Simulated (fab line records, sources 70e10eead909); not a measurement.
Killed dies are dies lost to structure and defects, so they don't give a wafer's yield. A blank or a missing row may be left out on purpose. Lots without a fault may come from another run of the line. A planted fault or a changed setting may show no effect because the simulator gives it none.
Which tool did it? | flow nand_harc | 12 lots, 34 wafers sampled, at 5 steps of a route of 1159

WHAT THE GAUGES READ, wafer by wafer
NHARC_END_SORT_01. Usual: killed_at_array 29, standard deviation 11; killed_at_other 0.7, standard deviation 1.1; killed_at_periphery 2.9, standard deviation 2.2; killed_dies 33, standard deviation 11; killed_open 3.1, standard deviation 1.8; killed_short 1.9, standard deviation 1.4.
lot  | measured     | on        | killed_at_array | killed_at_other | killed_at_periphery | killed_dies | killed_open | killed_short | flag
L647 | day 19 16:32 | prober-02 | 32 35 29        | 2 0 1           | 1 2 5               | 35 37 35    | 4 2 7       | 3 1 2        |
L649 | day 19 16:31 | prober-01 | 22 37 28        | 0 0 1           | 4 2 2               | 26 39 31    | 2 7 4       | 1 2 0        |
L648 | day 20 05:19 | prober-02 | 18 19 18        | 0 0 1           | 11 7 9              | 29 26 28    | 3 0 3       | 1 3 1        |
L650 | day 20 14:42 | prober-02 | 656 673         | 0 0             | 4 3                 | 660 676     | 5 5         | 3 3          | OFF
L656 | day 21 19:19 | prober-02 | 23 665          | 0 0             | 3 4                 | 26 669      | 1 3         | 0 1          | OFF
L660 | day 22 01:51 | prober-02 | 29 39 38        | 1 1 0           | 3 2 4               | 33 42 42    | 2 1 2       | 0 4 0        |
L659 | day 22 02:40 | prober-01 | 18 19 29        | 0 0 0           | 2 2 1               | 20 21 30    | 2 5 2       | 1 1 2        |
L663 | day 23 07:44 | prober-01 | 43 46 51        | 1 0 0           | 2 0 3               | 46 46 54    | 4 1 4       | 0 1 2        |
L664 | day 23 06:09 | prober-02 | 20 25 15        | 2 1 1           | 3 2 0               | 25 28 16    | 1 3 2       | 5 1 4        |
L665 | day 23 15:29 | prober-01 | 41 35 32        | 0 1 1           | 6 2 3               | 47 38 36    | 2 3 3       | 2 2 3        |
L668 | day 24 04:02 | prober-02 | 29 22 18        | 0 0 0           | 2 6 1               | 31 28 19    | 4 4 1       | 0 1 0        |
L670 | day 24 17:16 | prober-02 | 34 31 26        | 2 2 6           | 0 0 1               | 36 33 33    | 3 0 2       | 2 3 1        |

WHICH TOOL RAN EACH LOT (tool, then ch and the chambers of the sampled wafers, then the start)
lot  | NHARC_A_STAIRCASE_DESCUM_11        | NHARC_A_STAIRCASE_TRIM_14                     | NHARC_A_STAIRCASE_ETCH_17          | NHARC_A_STAIRCASE_TRIM_26
L647 | rie_diel-10 ch 0,1,3, day 11 04:59 | rie_diel-10 ch 0,1,2, day 11 07:09 or earlier | rie_diel-10 ch 0,1,2, day 11 07:09 | rie_diel-10 ch 0,1,2, day 19 16:32 or earlier
L649 | rie_diel-11 ch 0,2,3, day 11 05:15 | rie_diel-11 ch 0,3, day 11 08:27 or earlier   | rie_diel-11 ch 0,2,3, day 11 08:27 | rie_diel-10 ch 1,2,3, day 19 16:31 or earlier
L648 | rie_diel-11 ch 1,2,3, day 11 05:58 | rie_diel-11 ch 0,1,3, day 11 08:47 or earlier | rie_diel-11 ch 1,2,3, day 11 08:47 | rie_diel-11 ch 0,1,2, day 20 05:19 or earlier
L650 | rie_diel-11 ch 1,3, day 11 21:36   | rie_diel-11 ch 0,1, day 11 22:33 or earlier   | rie_diel-11 ch 3, day 11 22:33     | rie_diel-11 ch 0,1, day 20 14:42 or earlier
L656 | rie_diel-11 ch 1,2, day 13 01:33   | rie_diel-11 ch 0,3, day 13 02:19 or earlier   | rie_diel-11 ch 1,2, day 13 02:19   | rie_diel-11 ch 0,2, day 21 19:19 or earlier
L660 | rie_diel-10 ch 0,2,3, day 14 02:56 | rie_diel-10 ch 0,1,3, day 14 05:36 or earlier | rie_diel-10 ch 0,1,3, day 14 05:36 | rie_diel-10 ch 1,2,3, day 22 01:51 or earlier
L659 | rie_diel-09 ch 0,2,3, day 14 06:24 | rie_diel-09 ch 0,1,2, day 14 07:16 or earlier | rie_diel-09 ch 0,1,3, day 14 07:16 | rie_diel-11 ch 1,2,3, day 22 02:40 or earlier
L663 | rie_diel-09 ch 0,3, day 14 20:20   | rie_diel-09 ch 1,2,3, day 14 21:13 or earlier | rie_diel-09 ch 1,2,3, day 14 21:13 | rie_diel-11 ch 0,2,3, day 23 07:44 or earlier
L664 | rie_diel-09 ch 0,1,2, day 14 20:37 | rie_diel-09 ch 1,2,3, day 14 21:24 or earlier | rie_diel-09 ch 0,2,3, day 14 21:24 | rie_diel-09 ch 0,1,2, day 23 06:09 or earlier
L665 | rie_diel-10 ch 0,2,3, day 15 07:10 | rie_diel-10 ch 0,1, day 15 08:02 or earlier   | rie_diel-10 ch 1,2,3, day 15 08:02 | rie_diel-09 ch 0,3, day 23 15:29 or earlier
L668 | rie_diel-11 ch 0,2,3, day 15 18:50 | rie_diel-11 ch 2,3, day 15 21:03 or earlier   | rie_diel-11 ch 0,1, day 15 21:03   | rie_diel-11 ch 0,2,3, day 24 04:02 or earlier
L670 | rie_diel-11 ch 0,1,3, day 16 19:11 | rie_diel-11 ch 1,2,3, day 16 20:14 or earlier | rie_diel-11 ch 0,1,2, day 16 20:14 | rie_diel-11 ch 0,1,3, day 24 17:16 or earlier
- NHARC_A_STAIRCASE_DESCUM_11: chemistry O2, time 3 s.
- NHARC_A_STAIRCASE_TRIM_14: chemistry O2, time 211.2 s.
- NHARC_A_STAIRCASE_ETCH_17: etches the open film in C4F8/O2, target depth 100 nm, time 40.5 s.
- NHARC_A_STAIRCASE_TRIM_26: chemistry O2, time 211.2 s.

WHAT THE TOOLS THEMSELVES READ (means of the sampled wafers that have a number; where no wafer has one, the mark that the record gives instead)
NHARC_A_STAIRCASE_DESCUM_11. Usual: drypump_motor_current_A 5.6 A, standard deviation 0.45; oes_product_au 0.999 a.u., standard deviation 0.011; rf_vpp_V 57.9 V, standard deviation 0.86; showerhead_plenum_p_Torr 1.92 Torr, standard deviation 0.096; throttle_valve_pct 11.311 %, standard deviation 0.0097.
lot  | tool        | drypump_motor_current_A (A) | oes_product_au (a.u.) | rf_vpp_V (V) | showerhead_plenum_p_Torr (Torr) | throttle_valve_pct (%) | flag
L647 | rie_diel-10 | 5.5                         | 1.003                 | 57.3         | 1.90                            | 11.302                 |
L649 | rie_diel-11 | 6.0                         | 0.988                 | 58.3         | 2.04                            | 11.299                 |
L648 | rie_diel-11 | 5.8                         | 0.993                 | 58.0         | 1.95                            | 11.311                 |
L650 | rie_diel-11 | 5.7                         | 1.002                 | 58.0         | 1.89                            | 11.303                 |
L656 | rie_diel-11 | 5.9                         | 0.992                 | 57.5         | 1.94                            | 11.314                 |
L660 | rie_diel-10 | 5.6                         | 0.995                 | 57.5         | 1.86                            | 11.316                 |
L659 | rie_diel-09 | 5.5                         | 1.006                 | 57.3         | 1.86                            | 11.321                 |
L663 | rie_diel-09 | 5.6                         | 1.012                 | 58.2         | 1.82                            | 11.307                 |
L664 | rie_diel-09 | 5.2                         | 1.007                 | 57.9         | 1.92                            | 11.305                 |
L665 | rie_diel-10 | 5.6                         | 0.994                 | 58.1         | 1.85                            | 11.314                 |
L668 | rie_diel-11 | 6.0                         | 0.989                 | 58.3         | 2.03                            | 11.309                 |
L670 | rie_diel-11 | 6.0                         | 0.990                 | 58.0         | 1.94                            | 11.321                 |

NHARC_A_STAIRCASE_TRIM_14. Usual: drypump_motor_current_A 5.6 A, standard deviation 0.48; oes_product_au 1.000 a.u., standard deviation 0.011; rf_vpp_V 57.8 V, standard deviation 0.97; showerhead_plenum_p_Torr 3.54 Torr, standard deviation 0.16; throttle_valve_pct 17.036 %, standard deviation 0.0088.
lot  | tool        | drypump_motor_current_A (A) | oes_product_au (a.u.) | rf_vpp_V (V) | showerhead_plenum_p_Torr (Torr) | throttle_valve_pct (%) | flag
L647 | rie_diel-10 | 5.3                         | 1.002                 | 57.4         | 3.55                            | 17.041                 |
L649 | rie_diel-11 | 6.2                         | 0.985                 | 57.9         | 3.74                            | 17.040                 |
L648 | rie_diel-11 | 6.0                         | 0.998                 | 58.6         | 3.60                            | 17.039                 |
L650 | rie_diel-11 | 6.2                         | 1.000                 | 57.5         | 3.57                            | 17.041                 |
L656 | rie_diel-11 | 6.0                         | 0.993                 | 58.1         | 3.71                            | 17.038                 |
L660 | rie_diel-10 | 5.6                         | 1.002                 | 58.3         | 3.48                            | 17.043                 |
L659 | rie_diel-09 | 5.3                         | 1.007                 | 58.3         | 3.54                            | 17.031                 |
L663 | rie_diel-09 | 5.3                         | 1.009                 | 58.1         | 3.50                            | 17.037                 |
L664 | rie_diel-09 | 5.3                         | 1.012                 | 58.0         | 3.50                            | 17.035                 |
L665 | rie_diel-10 | 5.3                         | 0.998                 | 58.0         | 3.55                            | 17.034                 |
L668 | rie_diel-11 | 5.8                         | 0.992                 | 58.0         | 3.72                            | 17.030                 |
L670 | rie_diel-11 | 5.8                         | 0.999                 | 57.7         | 3.57                            | 17.047                 |

NHARC_A_STAIRCASE_ETCH_17. Usual: bias_w 1000.1 W, standard deviation 2.9; oes_product_au 0.940 a.u., standard deviation 0.014; rf_vpp_V 896 V, standard deviation 6.1.
lot  | tool        | bias_w (W) | oes_product_au (a.u.) | rf_vpp_V (V) | flag
L647 | rie_diel-10 | 1001.7     | 0.952                 | 896          |
L649 | rie_diel-11 | 997.6      | 0.924                 | 904          |
L648 | rie_diel-11 | 1001.8     | 0.929                 | 899          |
L650 | rie_diel-11 | 1004.0     | 1.091                 | 900          | OFF
L656 | rie_diel-11 | 998.7      | 1.002                 | 898          | OFF
L660 | rie_diel-10 | 1000.4     | 0.943                 | 894          |
L659 | rie_diel-09 | 1000.3     | 0.945                 | 894          |
L663 | rie_diel-09 | 997.6      | 0.947                 | 895          |
L664 | rie_diel-09 | 999.1      | 0.956                 | 892          |
L665 | rie_diel-10 | 1002.9     | 0.935                 | 893          |
L668 | rie_diel-11 | 998.6      | 0.929                 | 900          |
L670 | rie_diel-11 | 997.5      | 0.928                 | 900          |

NHARC_A_STAIRCASE_TRIM_26. Usual: drypump_motor_current_A 5.6 A, standard deviation 0.45; oes_product_au 1.002 a.u., standard deviation 0.011; rf_vpp_V 57.9 V, standard deviation 0.97; showerhead_plenum_p_Torr 3.56 Torr, standard deviation 0.16; throttle_valve_pct 17.037 %, standard deviation 0.0091.
lot  | tool        | drypump_motor_current_A (A) | oes_product_au (a.u.) | rf_vpp_V (V) | showerhead_plenum_p_Torr (Torr) | throttle_valve_pct (%) | flag
L647 | rie_diel-10 | 5.3                         | 0.997                 | 58.2         | 3.55                            | 17.036                 |
L649 | rie_diel-10 | 5.5                         | 1.001                 | 57.2         | 3.47                            | 17.038                 |
L648 | rie_diel-11 | 6.1                         | 0.995                 | 57.3         | 3.65                            | 17.030                 |
L650 | rie_diel-11 | 6.2                         | 1.003                 | 57.7         | 3.57                            | 17.036                 |
L656 | rie_diel-11 | 6.2                         | 0.992                 | 57.5         | 3.79                            | 17.038                 |
L660 | rie_diel-10 | 5.5                         | 0.999                 | 57.1         | 3.46                            | 17.034                 |
L659 | rie_diel-11 | 5.8                         | 0.997                 | 57.9         | 3.58                            | 17.038                 |
L663 | rie_diel-11 | 6.0                         | 0.989                 | 57.7         | 3.72                            | 17.027                 |
L664 | rie_diel-09 | 5.3                         | 1.009                 | 57.5         | 3.54                            | 17.037                 |
L665 | rie_diel-09 | 5.6                         | 1.015                 | 57.5         | 3.36                            | 17.033                 |
L668 | rie_diel-11 | 6.0                         | 0.993                 | 58.9         | 3.72                            | 17.036                 |
L670 | rie_diel-11 | 6.0                         | 0.990                 | 58.4         | 3.57                            | 17.041                 |

THE ANSWER, worked out from the rows above alone
Rule: a lot is off if the mean of its wafers that have a number lies more than 3 standard deviations from the usual mean. A lot without any number at a reading at which 4 lots or more have one is off too. The other lots that the step has rows for count as sound. The gauges are gone through in route order, then the tools' own readings, and for those a lot's mean is taken as printed above. The first step at which some lot is off is used, and at that step the reading that is off furthest; a lot without a number counts as furthest.
Off: L650, L656, at NHARC_END_SORT_01 (killed_at_array).
A tool fits if, at a process step before that reading, it ran every lot that is off, and no sound lot after the first of them. The gauges at NHARC_END_SORT_01 aren't tried: what is off there is off at NHARC_A_STAIRCASE_ETCH_17 too, on other tools, and a gauge's error can't cause that. NHARC_A_STAIRCASE_TRIM_14 gives no start for some lots, so the hours and the order of its lots are those of NHARC_A_STAIRCASE_ETCH_17. NHARC_A_STAIRCASE_TRIM_26 gives no start for some lots, so the hours and the order of its lots are those of NHARC_END_SORT_01. None of those tried fits.

WHAT THE SIMULATOR HAD PUT IN
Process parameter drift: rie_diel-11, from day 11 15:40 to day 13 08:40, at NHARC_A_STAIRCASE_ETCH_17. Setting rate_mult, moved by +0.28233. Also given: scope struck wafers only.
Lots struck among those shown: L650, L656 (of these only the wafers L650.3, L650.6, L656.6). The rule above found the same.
